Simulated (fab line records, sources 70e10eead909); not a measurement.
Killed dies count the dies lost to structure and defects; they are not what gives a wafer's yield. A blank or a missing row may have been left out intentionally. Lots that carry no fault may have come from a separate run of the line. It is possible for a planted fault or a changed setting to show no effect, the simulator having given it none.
fab line records ; flow nand_harc ; part 1 of 2: steps 1 to 26 of 32
record: lots: 5; wafers: 15; last_day: 32
route steps=1302 shown A_CONTACT@1093 A_BLC@1107
lots that met no fault: from a run of the same line without faults
start_h: hours from the record's first day to the start of the lot's first wafer shown ; wait_h: how many hours have passed since the lot's step before this one ; " repeats the value in the row above ; L1.1+2: a row that stands for several wafers ; - either no value or no given start ; * or withheld: withheld ; < > ~ a bound
route shown NAME@n: names a module that has steps shown in the file, with the first one's number in the route ; usual: mean and standard deviation over wafers with no fault ; same: alike in all rows ; chamber/n: place in a boat ; sites: the reading at each site ; _std_site: how widely they spread, as a standard deviation ; _edge_site: the outer-site mean with the inner-site mean subtracted ; radius_mm: for every site, how far away it sits from the centre of the wafer ; mask NAME#n: copy n ; behind: the most recent tool/chamber to have shaped the wafer ; hold: reason for holding the lot/hours on hold/outcome of the hold ; device: whichever transistor did not switch (one of n, p or np) ; end of line: at the end of the route, the tests of the same wafers ; for a step that has no rows: nothing shown but its recipe ; killed: at the first sort, the dies lost to defects and structure; wafer yield is something else ; map: shows each die of a wafer: x if killed, . if not, _ if none is there
set.NAME: the setting that was run; set.NAME@STEP: the one run at that earlier step ; model.NAME: the simulator's own value behind a step, which no gauge read
lots at some steps of the route; a table a step, a row a wafer
services: the hour from which a tool's chamber was out of use, counted from the record's first day as start_h (under 0 if before that day), plus the number of hours and why
== steps ==
step: NHARC_A_CONTACT_ETCH_98
recipe: target_depth_a: 200; over_etch_frac: 0.5; time_s: 10; ion_energy_ev: 250; c4f6_flow_sccm: 25; o2_flow_sccm: 20; ar_flow_sccm: 500; rf_w: 600; bias_w: 500; chemistry: C4F6/O2
usual: c4f6_flow_sccm: 24.99/0.071; drypump_motor_current_A: 5.6/0.47; oes_product_au: 0.957/0.022; rf_vpp_V: 548/3.5; showerhead_plenum_p_Torr: 3.98/0.17; throttle_valve_pct: 26.904/0.0095
same: over_etch_frac: 0.5
lot.wafer;tool;chamber;start_h;wait_h;c4f6_flow_sccm;drypump_motor_current_A;oes_product_au;rf_hours_counter_h;rf_vpp_V;showerhead_plenum_p_Torr;throttle_valve_pct
L076.3;rie_diel-08;0;532.86;0.1;25.00;6.1;0.987;57;552;4.19;26.889
L076.2;rie_diel-08;1;532.86;0.1;25.11;5.5;0.975;56;548;3.93;26.907
L076.6;rie_diel-08;0;532.86;0.1;25.11;6.1;0.996;-;554;4.19;26.906
L079.1;rie_diel-04;3;-;-;24.96;5.0;0.954;4;542;3.68;26.901
L079.3;rie_diel-04;2;-;-;25.05;6.4;0.934;4;544;3.78;26.896
L079.6;rie_diel-04;0;-;-;24.88;6.1;0.951;-;550;4.09;26.916
L081.3;rie_diel-04;3;-;-;25.02;5.0;0.993;7;541;3.68;26.907
L081.2;rie_diel-04;0;-;-;25.01;6.0;1.003;6;551;4.09;26.906
L081.6;rie_diel-04;3;-;-;24.99;5.0;0.981;-;543;3.68;26.893
L089.1;rie_diel-04;2;-;-;24.84;6.4;0.949;22;545;3.77;26.902
L089.3;rie_diel-04;1;-;-;24.99;5.5;0.959;24;548;3.93;26.899
L089.6;rie_diel-04;2;-;-;24.93;6.4;0.944;-;545;3.77;26.894
L096.3;rie_diel-04;1;-;-;24.97;5.5;0.960;1;546;3.93;26.887
L096.2;rie_diel-04;3;-;-;25.12;5.0;0.968;1;541;3.66;26.894
L096.5;rie_diel-04;2;-;-;24.95;6.4;0.990;-;544;3.77;26.896
step: NHARC_A_CONTACT_CD_MEAS_15
usual: cd_nm: 190.0/0.73
lot.wafer;tool;chamber;start_h;wait_h;cd_nm
L076.2;cd_sem-03;-;532.94;-;189.1
L076.3;cd_sem-03;-;532.94;-;189.8
L076.6;cd_sem-03;-;532.94;-;188.6
L079.1;cd_sem-01;-;568.75;-;190.4
L079.3;cd_sem-01;-;568.75;-;188.8
L079.6;cd_sem-01;-;568.75;-;189.9
L081.2;cd_sem-02;-;587.60;-;189.4
L081.3;cd_sem-02;-;587.60;-;188.9
L081.6;cd_sem-02;-;587.60;-;189.7
L089.1;cd_sem-03;-;677.73;-;190.2
L089.3;cd_sem-03;-;677.73;-;188.2
L089.6;cd_sem-03;-;677.73;-;189.8
L096.2;cd_sem-03;-;725.54;-;189.7
L096.3;cd_sem-03;-;725.54;-;189.4
L096.5;cd_sem-03;-;725.54;-;190.1
step: NHARC_A_CONTACT_STRIP_107
recipe: n2_flow_sccm: 150; h2_flow_sccm: 150; ar_flow_sccm: 0; bias_w: 0; chemistry: N2/H2
lot.wafer;tool;chamber;start_h;wait_h
L076.3+2+6;rie_diel-08;3,1,3;533.11;0.2
L079.3+1+6;rie_diel-08;2,1,3;568.82;0.1
L081.3+2+6;rie_diel-04;1,3,1;587.68;0.1
L089.1+3+6;rie_diel-10;2,1,0;677.80;0.1
L096.3+2+5;rie_diel-10;2,3,0;725.63;0.1
step: NHARC_A_CONTACT_STRIP_108
recipe: cf4_flow_sccm: 100; chf3_flow_sccm: 30; ar_flow_sccm: 0; bias_w: 0; chemistry: CF4/CHF3
lot.wafer;tool;chamber;start_h;wait_h
L076.2+3+6;rie_diel-08;3,1,0;533.22;0.1
L079.3+1+6;rie_diel-08;2,3,3;568.94;0.1
L081.2+3+6;rie_diel-04;0,3,0;587.76;0.1
L089.1+3+6;rie_diel-10;2,0,2;677.92;0.1
L096.3+2+5;rie_diel-10;3,0,1;725.71;0.1
step: NHARC_A_CONTACT_STRIP_109
recipe: o2_flow_sccm: 400; cos_flow_sccm: 20; ar_flow_sccm: 0; bias_w: 0; chemistry: O2/COS
lot.wafer;tool;chamber;start_h;wait_h
L076.2+3+6;rie_diel-08;0,1,3;533.29;0.1
L079.1+3+6;rie_diel-08;2,1,1;569.01;0.1
L081.3+2+6;rie_diel-04;3,0,1;587.83;0.1
L089.1+3+6;rie_diel-10;1,2,1;677.98;0.1
L096.2+3+5;rie_diel-10;3,1,3;725.77;0.0
step: NHARC_A_CONTACT_ETCH_110
recipe: target_depth_a: 600; overetch_a: 60; time_s: 33; ion_energy_ev: 100; cf4_flow_sccm: 80; o2_flow_sccm: 20; ar_flow_sccm: 0; rf_w: 300; bias_w: 100; chemistry: CF4/O2
usual: drypump_motor_current_A: 5.6/0.47; oes_product_au: 0.997/0.013; rf_vpp_V: 198.4/1.5; showerhead_plenum_p_Torr: 1.36/0.056; throttle_valve_pct: 13.397/0.0083
lot.wafer;tool;chamber;start_h;wait_h;drypump_motor_current_A;oes_product_au;rf_hours_counter_h;rf_vpp_V;showerhead_plenum_p_Torr;throttle_valve_pct
L076.2;rie_diel-08;3;533.36;0.1;5.1;0.980;59;199.0;1.36;13.396
L076.3;rie_diel-08;1;533.36;0.1;5.4;0.995;56;197.7;1.34;13.400
L076.6;rie_diel-08;1;533.36;0.1;5.4;1.001;-;197.2;1.34;13.392
L079.1;rie_diel-08;2;569.08;0.1;6.3;1.008;8;197.2;1.33;13.399
L079.3;rie_diel-08;3;569.08;0.1;5.1;1.011;8;197.9;1.35;13.390
L079.6;rie_diel-08;3;569.08;0.1;5.1;1.000;-;198.9;1.35;13.394
L081.2;rie_diel-04;2;587.89;0.1;6.3;1.000;7;198.1;1.28;13.379
L081.3;rie_diel-04;3;587.89;0.1;5.0;0.989;7;195.1;1.25;13.405
L081.6;rie_diel-04;2;587.89;0.1;6.3;0.994;-;197.0;1.28;13.401
L089.1;rie_diel-10;1;678.05;0.1;5.5;0.986;21;200.0;1.40;13.398
L089.3;rie_diel-10;0;678.05;0.1;5.0;1.001;25;199.1;1.42;13.402
L089.6;rie_diel-10;1;678.05;0.1;5.5;0.989;-;200.3;1.40;13.393
L096.2;rie_diel-10;1;725.87;0.1;5.6;0.982;40;198.7;1.40;13.394
L096.3;rie_diel-10;2;725.87;0.1;5.1;0.998;36;200.1;1.41;13.386
L096.5;rie_diel-10;1;725.87;0.1;5.5;0.973;-;198.3;1.40;13.413
step: NHARC_A_CONTACT_STRIP_26
recipe: o2_flow_sccm: 500; ar_flow_sccm: 0; bias_w: 0; chemistry: O2
usual: drypump_motor_current_A: 5.5/0.46; oes_product_au: 0.996/0.014; rf_vpp_V: 57.9/0.89; showerhead_plenum_p_Torr: 3.59/0.15; throttle_valve_pct: 17.036/0.009
lot.wafer;tool;chamber;start_h;wait_h;drypump_motor_current_A;oes_product_au;rf_hours_counter_h;rf_vpp_V;showerhead_plenum_p_Torr;throttle_valve_pct
L076.3;rie_diel-08;0;-;-;6.1;1.017;58;57.2;3.77;17.038
L076.2;rie_diel-08;3;-;-;5.1;0.996;60;58.4;3.58;17.036
L076.6;rie_diel-08;3;-;-;5.1;0.980;-;59.5;3.58;17.038
L079.1;rie_diel-08;2;-;-;6.3;1.005;8;57.3;3.51;17.037
L079.3;rie_diel-08;1;-;-;5.5;0.991;6;58.1;3.53;17.038
L079.6;rie_diel-08;3;-;-;5.1;1.025;-;58.5;3.58;17.028
L081.3;rie_diel-04;0;-;-;6.0;1.009;6;57.7;3.68;17.031
L081.2;rie_diel-04;2;-;-;6.4;0.992;7;57.1;3.40;17.045
L081.6;rie_diel-04;0;-;-;6.1;1.003;-;57.3;3.68;17.037
L089.3;rie_diel-10;2;-;-;5.1;1.009;21;57.4;3.74;17.027
L089.1;rie_diel-10;0;-;-;5.0;0.986;25;57.8;3.74;17.033
L089.6;rie_diel-10;2;-;-;5.1;1.010;-;59.1;3.74;17.033
L096.2;rie_diel-10;1;-;-;5.5;0.977;40;57.5;3.69;17.054
L096.3;rie_diel-10;2;-;-;5.1;1.001;36;59.2;3.73;17.038
L096.5;rie_diel-10;0;-;-;5.0;1.003;-;59.9;3.73;17.045
step: NHARC_A_CONTACT_STRIP_27
recipe: time_s: 600; temp_c: 30; chemistry: post_etch_residue_remover
usual: temp_c: 30.01/0.12
lot.wafer;tool;chamber;start_h;wait_h;temp_c
L076.2;wet_bench-05;4;533.81;-;29.95
L076.3;wet_bench-05;5;533.81;-;30.16
L076.6;wet_bench-05;7;533.81;-;30.21
L079.1;wet_bench-06;4;569.52;-;29.93
L079.3;wet_bench-06;5;569.52;-;29.89
L079.6;wet_bench-06;0;569.52;-;30.01
L081.3;wet_bench-03;1;588.27;-;30.28
L081.2;wet_bench-03;2;588.27;-;29.85
L081.6;wet_bench-03;4;588.27;-;30.10
L089.6;wet_bench-06;2;678.53;-;29.86
L089.1;wet_bench-06;3;678.53;-;29.98
L089.3;wet_bench-06;7;678.53;-;30.01
L096.3;wet_bench-05;7;726.25;-;30.02
L096.2;wet_bench-05;1;726.25;-;29.85
L096.5;wet_bench-05;3;726.25;-;30.08
step: NHARC_A_CONTACT_ALD_18
recipe: target_thk_a: 30; pulse_time_s: 1; ald_cycles: 150; temp_c: 450; material: TiN
usual: heater_power_outer_w: 661/62; heater_power_w: 1040/68; precursor_pulse_height_rel: 1.001/0.02
lot.wafer;tool;chamber;start_h;wait_h;heater_power_outer_w;heater_power_w;precursor_pulse_height_rel
L076.3;ald_metal-04;1;534.09;-;694;1043;1.004
L076.2;ald_metal-04;3;534.09;-;663;1061;1.043
L076.6;ald_metal-04;1;534.09;-;681;1046;1.006
L079.1;ald_metal-02;2;569.78;-;743;1100;0.991
L079.3;ald_metal-02;0;569.78;-;661;961;1.000
L079.6;ald_metal-02;2;569.78;-;737;1122;0.969
L081.3;ald_metal-04;0;588.54;-;628;1011;0.989
L081.2;ald_metal-04;3;588.54;-;661;1076;0.998
L081.6;ald_metal-04;1;588.54;-;696;1042;0.977
L089.1;ald_metal-02;2;678.84;-;746;1165;1.010
L089.3;ald_metal-02;3;678.84;-;710;1016;0.951
L089.6;ald_metal-02;0;678.84;-;631;943;1.013
L096.2;ald_metal-04;2;726.54;-;697;1037;0.968
L096.3;ald_metal-04;0;726.54;-;559;959;0.974
L096.5;ald_metal-04;2;726.54;-;707;1036;1.012
step: NHARC_A_CONTACT_CVD_19
recipe: target_thk_a: 3000; temp_c: 300; pressure_torr: 40; wf6_flow_sccm: 40; h2_flow_sccm: 1600; ar_flow_sccm: 1560; time_s: 802; material: W
usual: heater_power_outer_w: 257/59; heater_power_w: 470/91; mfc_wf6_sccm: 40.03/0.12; throttle_valve_pct: 8.0/0.31
lot.wafer;tool;chamber;start_h;wait_h;heater_power_outer_w;heater_power_w;mfc_wf6_sccm;throttle_valve_pct
L076.2;cvd_w-02;1;-;-;339;565;39.95;8.3
L076.3;cvd_w-02;0;-;-;297;562;39.89;7.6
L076.6;cvd_w-02;1;-;-;348;569;39.99;8.2
L079.1;cvd_w-02;0;-;-;290;575;39.98;7.7
L079.3;cvd_w-02;0;-;-;290;576;39.98;7.7
L079.6;cvd_w-02;0;-;-;293;573;39.87;7.6
L081.2;cvd_w-02;0;-;-;297;576;39.94;7.8
L081.3;cvd_w-02;0;-;-;286;578;40.13;7.8
L081.6;cvd_w-02;0;-;-;298;571;40.01;7.6
L089.1;cvd_w-01;0;-;-;186;342;40.01;8.2
L089.3;cvd_w-01;1;-;-;215;420;39.73;8.4
L089.6;cvd_w-01;0;-;-;188;336;40.17;8.1
L096.2;cvd_w-01;1;-;-;213;425;40.27;8.5
L096.3;cvd_w-01;1;-;-;211;430;40.23;8.2
L096.5;cvd_w-01;0;-;-;184;348;39.98;8.0
step: NHARC_A_CONTACT_CMP_20
recipe: t_overpolish_s: 30; target_thk_nm: 300
usual: motor_current_A: 11.6/1; overpolish_run_s: 29.999/0.0085; retaining_ring_pressure_frac: 0.999/0.0051; time_to_endpoint_s: 59/3.9
same: t_overpolish_s: 30
lot.wafer;tool;chamber;start_h;wait_h;motor_current_A;overpolish_run_s;retaining_ring_pressure_frac;time_to_endpoint_s
L076.3;cmp-04;1;535.16;0.5;11.7;29.990;0.990;62
L076.2;cmp-04;3;535.16;0.5;11.3;29.985;1.010;52
L076.6;cmp-04;1;535.16;0.5;11.6;30.004;1.007;64
L079.1;cmp-03;3;570.89;0.8;11.2;30.010;0.999;64
L079.3;cmp-03;0;570.89;0.8;12.9;29.986;0.993;64
L079.6;cmp-03;2;570.89;0.8;11.7;29.998;0.998;64
L081.3;cmp-03;2;589.68;0.4;12.3;30.001;1.004;65
L081.2;cmp-03;3;589.68;0.4;11.9;30.001;0.990;61
L081.6;cmp-03;1;589.68;0.4;10.5;29.994;1.001;64
L089.3;cmp-01;3;679.90;0.5;11.0;30.003;1.006;56
L089.1;cmp-01;1;679.90;0.5;10.0;29.981;0.995;67
L089.6;cmp-01;3;679.90;0.5;11.6;29.988;1.008;55
L096.2;cmp-01;0;727.63;0.8;10.5;30.011;0.993;53
L096.3;cmp-01;2;727.63;0.8;12.4;30.002;1.001;56
L096.5;cmp-01;1;727.63;0.8;10.5;29.994;1.003;66
step: NHARC_A_CONTACT_SRD_22
lot.wafer;tool;chamber;start_h;wait_h
L076.6+3+2;wet_bench-06;6,1,3;535.48;0.0
L079.6+3+1;wet_bench-03;7,2,3;571.20;0.0
L081.2+3+6;wet_bench-06;6,7,2;589.95;0.0
L089.6+3+1;wet_bench-03;7,0,2;680.24;0.0
L096.3+5+2;wet_bench-03;4,5,7;727.96;0.0
step: NHARC_A_CONTACT_INSPECT_23
usual: raw_defect_count: 521/130
lot.wafer;tool;chamber;start_h;wait_h;raw_defect_count
L076.2;defect_inspect-01;-;535.57;0.1;518
L076.3;defect_inspect-01;-;535.57;0.1;537
L076.6;defect_inspect-01;-;535.57;0.1;700
L079.1;defect_inspect-01;-;571.27;0.1;543
L079.3;defect_inspect-01;-;571.27;0.1;538
L079.6;defect_inspect-01;-;571.27;0.1;414
L081.2;defect_inspect-02;-;590.03;0.1;403
L081.3;defect_inspect-02;-;590.03;0.1;435
L081.6;defect_inspect-02;-;590.03;0.1;428
L089.1;defect_inspect-01;-;680.31;0.1;479
L089.3;defect_inspect-01;-;680.31;0.1;506
L089.6;defect_inspect-01;-;680.31;0.1;670
L096.2;defect_inspect-01;-;728.04;0.1;422
L096.3;defect_inspect-01;-;728.04;0.1;473
L096.5;defect_inspect-01;-;728.04;0.1;530
step: NHARC_A_BLC_DEHYDRATE_00
recipe: temp_c: 150; time_s: 120
usual: heater_power_total_W: 182.6/1.2
lot.wafer;tool;chamber;start_h;wait_h;heater_power_total_W
L076.2;litho_track-01;0;535.62;0.1;183.3
L076.3;litho_track-01;0;535.62;0.1;183.9
L076.6;litho_track-01;0;535.62;0.1;180.8
L079.1;litho_track-06;0;571.33;0.1;181.6
L079.3;litho_track-06;0;571.33;0.1;184.5
L079.6;litho_track-06;0;571.33;0.1;183.1
L081.2;litho_track-01;0;590.09;0.1;182.6
L081.3;litho_track-01;0;590.09;0.1;183.5
L081.6;litho_track-01;0;590.09;0.1;183.3
L089.1;litho_track-06;0;680.37;0.1;181.4
L089.3;litho_track-06;0;680.37;0.1;182.9
L089.6;litho_track-06;0;680.37;0.1;182.1
L096.2;litho_track-06;0;728.09;0.1;182.6
L096.3;litho_track-06;0;728.09;0.1;182.7
L096.5;litho_track-06;0;728.09;0.1;181.5
step: NHARC_A_BLC_HMDS_01
recipe: time_s: 30
lot.wafer;tool;chamber;start_h;wait_h
L076.2+3+6;litho_track-01;0;-;-
L079.1+3+6;litho_track-06;0;-;-
L081.2+3+6;litho_track-01;0;-;-
L089.1+3+6;litho_track-06;0;-;-
L096.2+3+5;litho_track-06;0;-;-
step: NHARC_A_BLC_COAT_02
recipe: temp_c: 260; time_s: 75
usual: heater_power_total_W: 486.6/1.6
lot.wafer;tool;chamber;start_h;wait_h;heater_power_total_W
L076.2;litho_track-01;0;-;-;487.5
L076.3;litho_track-01;0;-;-;484.9
L076.6;litho_track-01;0;-;-;486.1
L079.1;litho_track-06;0;-;-;488.7
L079.3;litho_track-06;0;-;-;488.4
L079.6;litho_track-06;0;-;-;488.3
L081.2;litho_track-01;0;-;-;484.9
L081.3;litho_track-01;0;-;-;487.0
L081.6;litho_track-01;0;-;-;484.4
L089.1;litho_track-06;0;-;-;484.7
L089.3;litho_track-06;0;-;-;488.9
L089.6;litho_track-06;0;-;-;488.2
L096.2;litho_track-06;0;-;-;486.6
L096.3;litho_track-06;0;-;-;484.9
L096.5;litho_track-06;0;-;-;487.2
step: NHARC_A_BLC_COAT_03
recipe: temp_c: 225; time_s: 65
usual: heater_power_total_W: 446.7/2
lot.wafer;tool;chamber;start_h;wait_h;heater_power_total_W
L076.2;litho_track-01;0;-;-;445.8
L076.3;litho_track-01;0;-;-;448.0
L076.6;litho_track-01;0;-;-;444.8
L079.1;litho_track-06;0;-;-;447.7
L079.3;litho_track-06;0;-;-;444.0
L079.6;litho_track-06;0;-;-;448.1
L081.2;litho_track-01;0;-;-;446.0
L081.3;litho_track-01;0;-;-;445.3
L081.6;litho_track-01;0;-;-;445.4
L089.1;litho_track-06;0;-;-;449.2
L089.3;litho_track-06;0;-;-;447.1
L089.6;litho_track-06;0;-;-;447.3
L096.2;litho_track-06;0;-;-;448.3
L096.3;litho_track-06;0;-;-;445.9
L096.5;litho_track-06;0;-;-;446.9
step: NHARC_A_BLC_COAT_04
recipe: spin_rpm: 1500; resist_thk_nm: 90
lot.wafer;tool;chamber;start_h;wait_h
L076.2+3+6;litho_track-01;0;-;-
L079.1+3+6;litho_track-06;0;-;-
L081.2+3+6;litho_track-01;0;-;-
L089.1+3+6;litho_track-06;0;-;-
L096.2+3+5;litho_track-06;0;-;-
step: NHARC_A_BLC_SOFTBAKE_05
recipe: temp_c: 105; time_s: 55
usual: heater_power_total_W: 188.44/0.13
lot.wafer;tool;chamber;start_h;wait_h;heater_power_total_W
L076.2;litho_track-01;0;-;-;188.49
L076.3;litho_track-01;0;-;-;188.38
L076.6;litho_track-01;0;-;-;188.34
L079.1;litho_track-06;0;-;-;188.76
L079.3;litho_track-06;0;-;-;188.32
L079.6;litho_track-06;0;-;-;188.37
L081.2;litho_track-01;0;-;-;188.31
L081.3;litho_track-01;0;-;-;188.42
L081.6;litho_track-01;0;-;-;188.34
L089.1;litho_track-06;0;-;-;188.33
L089.3;litho_track-06;0;-;-;188.60
L089.6;litho_track-06;0;-;-;188.34
L096.2;litho_track-06;0;-;-;188.51
L096.3;litho_track-06;0;-;-;188.61
L096.5;litho_track-06;0;-;-;188.37
step: NHARC_A_BLC_EBR_06
lot.wafer;tool;chamber;start_h;wait_h
L076.2+3+6;litho_track-01;0;-;-
L079.1+3+6;litho_track-06;0;-;-
L081.2+3+6;litho_track-01;0;-;-
L089.1+3+6;litho_track-06;0;-;-
L096.2+3+5;litho_track-06;0;-;-
step: NHARC_A_BLC_EXPOSE_07
recipe: na: 1.35; target_cd_nm: 100; dose_mj: 67.97; mask_id: A_BLC
lot.wafer;tool;chamber;start_h;wait_h;mask
L076.2+3+6;arfi_scanner-03;0;535.94;-;A_BLC#0
L079.1+3+6;arfi_scanner-01;0;571.52;-;A_BLC#0
L081.2+3+6;arfi_scanner-02;0;590.40;-;A_BLC#0
L089.1+3+6;arfi_scanner-02;0;680.68;-;A_BLC#0
L096.2+3+5;arfi_scanner-03;0;728.28;-;A_BLC#0
step: NHARC_A_BLC_PEB_08
recipe: peb_temp_c: 100; peb_time_s: 65
usual: heater_power_total_W: 156.6/0.43
lot.wafer;tool;chamber;start_h;wait_h;heater_power_total_W
L076.2;litho_track-04;0;535.99;0.1;156.6
L076.3;litho_track-04;0;535.99;0.1;156.4
L076.6;litho_track-04;0;535.99;0.1;156.3
L079.1;litho_track-04;0;571.59;0.1;156.1
L079.3;litho_track-04;0;571.59;0.1;156.1
L079.6;litho_track-04;0;571.59;0.1;156.5
L081.2;litho_track-06;0;590.47;0.1;156.0
L081.3;litho_track-06;0;590.47;0.1;157.0
L081.6;litho_track-06;0;590.47;0.1;156.4
L089.1;litho_track-04;0;680.75;0.1;156.3
L089.3;litho_track-04;0;680.75;0.1;156.2
L089.6;litho_track-04;0;680.75;0.1;156.1
L096.2;litho_track-01;0;728.34;0.1;155.9
L096.3;litho_track-01;0;728.34;0.1;157.2
L096.5;litho_track-01;0;728.34;0.1;156.6
step: NHARC_A_BLC_DEVELOP_09
recipe: develop_time_s: 35; dev_temp_c: 23
lot.wafer;tool;chamber;start_h;wait_h
L076.2+3+6;litho_track-04;0;-;-
L079.1+3+6;litho_track-04;0;-;-
L081.2+3+6;litho_track-06;0;-;-
L089.1+3+6;litho_track-04;0;-;-
L096.2+3+5;litho_track-01;0;-;-
step: NHARC_A_BLC_CD_MEAS_10
recipe: target_cd_nm: 100; landing_energy_ev: 500
usual: cd_nm: 99.9/0.85
lot.wafer;tool;chamber;start_h;wait_h;cd_nm
L076.2;cd_sem-01;0;536.07;-;99.6
L076.3;cd_sem-01;0;536.07;-;99.5
L076.6;cd_sem-01;0;536.07;-;99.3
L079.1;cd_sem-01;0;571.67;-;99.9
L079.3;cd_sem-01;0;571.67;-;99.5
L079.6;cd_sem-01;0;571.67;-;99.3
L081.2;cd_sem-01;0;590.55;-;99.1
L081.3;cd_sem-01;0;590.55;-;99.2
L081.6;cd_sem-01;0;590.55;-;99.9
L089.1;cd_sem-03;0;680.82;-;101.2
L089.3;cd_sem-03;0;680.82;-;100.0
L089.6;cd_sem-03;0;680.82;-;100.3
L096.2;cd_sem-03;0;728.42;-;101.7
L096.3;cd_sem-03;0;728.42;-;100.5
L096.5;cd_sem-03;0;728.42;-;101.4
step: NHARC_A_BLC_OVL_MEAS_11
usual: overlay_x_nm: -0.1/0.69; overlay_y_nm: -0.1/0.6
lot.wafer;tool;chamber;start_h;wait_h;overlay_x_nm;overlay_y_nm
L076.2;overlay-02;-;536.16;-;-0.1;0.8
L076.3;overlay-02;-;536.16;-;0.2;1.2
L076.6;overlay-02;-;536.16;-;0.1;0.6
L079.1;overlay-02;-;571.76;-;-0.2;-0.8
L079.3;overlay-02;-;571.76;-;0.2;-0.5
L079.6;overlay-02;-;571.76;-;0.2;-0.4
L081.2;overlay-01;-;590.63;-;1.1;0.0
L081.3;overlay-01;-;590.63;-;0.5;-0.4
L081.6;overlay-01;-;590.63;-;0.7;-0.1
L089.1;overlay-02;-;680.91;-;-1.3;-0.3
L089.3;overlay-02;-;680.91;-;-1.2;-0.1
L089.6;overlay-02;-;680.91;-;-0.9;-0.3
L096.2;overlay-02;-;728.51;-;0.0;-0.1
L096.3;overlay-02;-;728.51;-;-0.5;-0.2
L096.5;overlay-02;-;728.51;-;-0.5;-0.1
step: NHARC_A_BLC_INSPECT_12
usual: raw_defect_count: 87/36
lot.wafer;tool;chamber;start_h;wait_h;raw_defect_count
L076.2;defect_inspect-02;-;536.20;0.0;161
L076.3;defect_inspect-02;-;536.20;0.0;156
L076.6;defect_inspect-02;-;536.20;0.0;153
L079.1;defect_inspect-01;-;571.79;0.0;69
L079.3;defect_inspect-01;-;571.79;0.0;103
L079.6;defect_inspect-01;-;571.79;0.0;69
L081.2;defect_inspect-02;-;590.67;0.0;74
L081.3;defect_inspect-02;-;590.67;0.0;74
L081.6;defect_inspect-02;-;590.67;0.0;67
L089.1;defect_inspect-02;-;680.95;0.0;93
L089.3;defect_inspect-02;-;680.95;0.0;108
L089.6;defect_inspect-02;-;680.95;0.0;115
L096.2;defect_inspect-02;-;728.54;0.0;62
L096.3;defect_inspect-02;-;728.54;0.0;73
L096.5;defect_inspect-02;-;728.54;0.0;72
